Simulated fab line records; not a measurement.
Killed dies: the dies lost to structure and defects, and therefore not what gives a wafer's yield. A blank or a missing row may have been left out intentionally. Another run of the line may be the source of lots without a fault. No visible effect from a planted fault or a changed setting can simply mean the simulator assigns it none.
A lot that was struck, set against a sound lot || flow n5Finfet || 38 steps out of a route of 1938
Sound: the wafers L822.1, L822.4, L822.6. The struck wafers were L819.1, L819.5, L819.6. The cause is named last.
At each step with rows: each side's tool, then ch and its chambers, then its first start. Under that, the readings that differ: sound wafers || struck wafers || difference of the means || sigmas: that difference in standard deviations of wafers without a fault.
alike: readings whose means differ by less than 2 such deviations, and words and numbers that are the same on both sides. not compared: withheld readings, readings that some wafer has no value for, bounds like >300 that may hide the same value, and numbers for which the record gives no deviation and whose values overlap.
A row with sigmas, a row that says differs or no value, or rows on one side alone: a step with any of these is where the two part. When numbers do not overlap yet have no deviation, they are printed without sigmas and do not part them. A reading missing from all wafers of one side parts the sides only when that side holds two or more wafers.

first, 10 steps without rows for these wafers: N5_DUMMY_GATE_SRD_26 (time 30 s); N5_DUMMY_GATE_UV_OZONE_45 (time 120 s); N5_SPACER0_ALD_07 (deposits SiNx, target thk 2 nm); N5_SPACER0_ALD_00 (deposits SiOCN, target thk 3.5 nm, pulse time 3 s, purge time 2 s); N5_SPACER0_ALD_08 (deposits SiNx, target thk 2 nm); N5_SD_EPI_N_COAT_32 (time 60 s, resist thk 350 nm); N5_SD_EPI_N_COAT_33 (time 60 s, resist thk 35 nm); N5_SD_EPI_N_COAT_03 (resist thk 150 nm); N5_SD_EPI_N_EBR_05; N5_SD_EPI_N_SOFTBAKE_04 (time 60 s).
N5_SD_EPI_N_EXPOSE_06: exposes mask SD N BLK, target cd 120 nm.
  sound on arfiScanner-03 ch 0, day 8 18:30; struck on arfiScanner-02 ch 0, day 7 23:57
{"reading": "exposureDoseMJCm2", "sound": "39.69 39.75 39.72", "struck": "31.67 31.68 31.63", "difference": -8.06, "sigmas": "-99 or more"}
  alike: mask, focusOffsetNm, stageVelMmS
then, 2 steps without rows for these wafers: N5_SD_EPI_N_PEB_07 (peb time 60 s); N5_SD_EPI_N_DEVELOP_08 (develop time 30 s).
N5_SD_EPI_N_CD_MEAS_09: the cd target is 120 nm.
  sound on cdSem-02 ch 0, day 8 18:37; struck on cdSem-02 ch 0, day 8 00:05
{"reading": "cdNm (nm)", "sound": "119.5 120.1 120.2", "struck": "104.7 103.8 103.6", "difference": -15.9, "sigmas": -29}
N5_SD_EPI_N_DESCUM_14: chemistry O2, time 7.9 s.
  sound on rieDiel-05 ch 0,3, day 8 18:43; struck on rieDiel-03 ch 0,2,3, day 8 00:11
{"reading": "model.SD_EPI_N.cdNm (nm)", "sound": "119.8 120.2 120", "struck": "104.6 103.8 104", "difference": -15.9, "sigmas": ""}
  alike: drypumpMotorCurrentA, oesProductAu, rfVppV, showerheadPlenumPTorr, throttleValvePct
  not compared: rfHoursCounterH
then, 7 steps without rows for these wafers: N5_SD_EPI_N_ETCH_34 (etches SiARC in CF4, target depth 45.5 nm, time 75.8 s); N5_SD_EPI_N_ETCH_35 (etches SOC in N2/H2, overetch 108 nm, time 486 s); N5_SD_EPI_N_STRIP_36 (strips in N2/H2); N5_SD_EPI_N_ETCHBACK_44 (etches SiNx in CH3F/O2, stops on SiO2, target depth 14.5 nm); N5_SD_EPI_N_ETCH_45 (etches SiOCN in CH3F/O2, target depth 6 nm); N5_SD_EPI_N_ETCH_16 (etches SiO2 in CHF3/O2, target depth 5 nm); N5_SD_EPI_N_STRIP_47 (strips in CHF3/O2).
N5_SD_EPI_N_SD_RECESS_17: chemistry HBr/Cl2/O2, target depth 41 nm, time 23.7 s, bt time 3 s.
  sound on rieSi-05 ch 1,2, day 8 19:23; struck on rieSi-06 ch 1,2,3, day 8 00:53
{"reading": "model.SD_EPI_N.cdNm (nm)", "sound": "119.8 120.2 119", "struck": "103.6 102.4 104", "difference": -16.3, "sigmas": ""}
  alike: O2_flow_sccm, drypumpMotorCurrentA, oesProductAu, throttleValvePct
  not compared: rfHoursCounterH
then, 13 steps without rows for these wafers: N5_SD_EPI_N_STRIP_38 (strips in N2/H2); N5_SD_EPI_N_WET_ETCH_43 (etches SiO2 in dHF, time 14 s, target depth 1.5 nm); N5_SD_EPI_N_STRIP_18 (strips in SPM, time 750 s); N5_SD_EPI_N_SRD_20 (time 30 s); N5_SD_EPI_N_PRECLEAN_48 (cleans in NF3:NH3, afs cycles 2, time 20 s, sublimation time 60 s); N5_SD_EPI_N_VAPOR_ETCH_50 (etches Si in HCl, time 54 s); N5_SD_EPI_N_EPI_21 (deposits Si:P, time 690 s); N5_SD_EPI_N_PRECLEAN_24 (cleans in O3/DIW, time 60 s); N5_SD_EPI_N_SRD_25 (time 30 s); N5_SD_EPI_N_PRECLEAN_49 (cleans in NF3:NH3, afs cycles 1, time 20 s, sublimation time 60 s); N5_SD_EPI_N_LINER_46 (material SiNx, target thk 3 nm); N5_SD_EPI_P_COAT_34 (time 60 s, resist thk 350 nm); N5_SD_EPI_P_COAT_35 (time 60 s, resist thk 35 nm).
-- record jumps: 5 days separate the struck wafers' starts on either side; left off in module SD_EPI_P, taken up again in module BEOL_M4, whose first shown step is the route's number 1111 --
N5_BEOL_M4_RC_MEAS_101:
  sound on prober-02 ch 0, day 13 15:40; struck on prober-02 ch 0, day 12 18:07
  alike: DIBL_N, DIBL_P, IOFF_N, IOFF_P, ION_N, ION_P, SS_N, SS_P, VT_N, VT_P
-- here the record skips 4 days between the struck wafers' starts before and after, leaving off in module BEOL_M4 and picking up in module PASSIVATION (first step shown: number 1936 of the route) --
N5_PASSIVATION_PROBE_49:
  record: rows for the struck wafers here (prober-02, day 16 22:59), none for the sound ones

== WHERE THEY PART ==
At N5_SD_EPI_N_EXPOSE_06 first; at N5_PASSIVATION_PROBE_49 last (within this record only).

WHY: the cause the simulator had injected
Process parameter drift: arfiScanner-02, from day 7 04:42 on, at N5_SD_EPI_N_EXPOSE_06. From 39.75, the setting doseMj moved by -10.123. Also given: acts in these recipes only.
